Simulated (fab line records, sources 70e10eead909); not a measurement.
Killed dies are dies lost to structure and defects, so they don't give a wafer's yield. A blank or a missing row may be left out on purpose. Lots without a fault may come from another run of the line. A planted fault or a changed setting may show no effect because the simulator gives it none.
Which tool did it? | flow nand_harc | 24 lots, 72 wafers sampled, at 1 step of a route of 1159

WHAT THE GAUGES READ, wafer by wafer
NHARC_P_STI_INSPECT_11.
lot  | measured    | on                | raw_defect_count
L074 | day 2 10:10 | defect_inspect-02 | 10 15 4
L075 | day 2 21:05 | defect_inspect-02 | 7 2 9
L076 | day 2 21:08 | defect_inspect-01 | 4 8 4
L077 | day 3 06:40 | defect_inspect-01 | 4 6 7
L078 | day 3 10:58 | defect_inspect-02 | 3 4 5
L079 | day 3 17:49 | defect_inspect-02 | 6 9 2
L080 | day 3 23:04 | defect_inspect-02 | 1 5 10
L081 | day 4 05:37 | defect_inspect-01 | 13 8 3
L082 | day 4 11:05 | defect_inspect-02 | 2 6 1
L083 | day 4 18:17 | defect_inspect-02 | 5 6 5
L084 | day 4 23:01 | defect_inspect-02 | 10 8 7
L085 | day 5 05:58 | defect_inspect-02 | 6 10 5
L086 | day 5 13:03 | defect_inspect-01 | 8 14 7
L087 | day 5 19:16 | defect_inspect-02 | 7 8 10
L089 | day 6 03:24 | defect_inspect-02 | 4 6 6
L088 | day 6 03:34 | defect_inspect-01 | 11 14 9
L090 | day 6 13:26 | defect_inspect-01 | 5 3 7
L091 | day 6 17:04 | defect_inspect-02 | 5 4 2
L092 | day 7 01:16 | defect_inspect-01 | 3 3 4
L093 | day 7 06:42 | defect_inspect-02 | 8 4 3
L094 | day 7 11:26 | defect_inspect-01 | 4 2 7
L095 | day 7 20:35 | defect_inspect-02 | 7 0 4
L096 | day 7 23:07 | defect_inspect-01 | 5 7 0
L097 | day 8 08:17 | defect_inspect-02 | 5 2 4

WHICH TOOL RAN EACH LOT (tool, then ch and the chambers of the sampled wafers, then the start)
The record holds no process step before these readings.

WHAT THE TOOLS THEMSELVES READ (means of the sampled wafers that have a number; where no wafer has one, the mark that the record gives instead)
The record holds no such reading with a usual standard deviation.

THE ANSWER, worked out from the rows above alone
Rule: what is usual is taken from the lots themselves. Put in order of their means at a reading, lots are off if they are a third of the lots or fewer, leave a main group of 4 or more, and stand apart from it by a gap of 3 or more times the standard deviation of the main group's means; of several such gaps the widest counts. A main group whose means are all the same, to the digits that the tables above print for the reading, isn't used. A lot without any number at a reading at which 4 lots or more have one is off too. The other lots that the step has rows for count as sound. The gauges are gone through in route order, then the tools' own readings, and for those a lot's mean is taken as printed above. The first step at which some lot is off is used, and at that step the reading that is off furthest; a lot without a number counts as furthest.
No lot is off at any reading shown: from this, nothing can be told.

WHAT THE SIMULATOR HAD PUT IN
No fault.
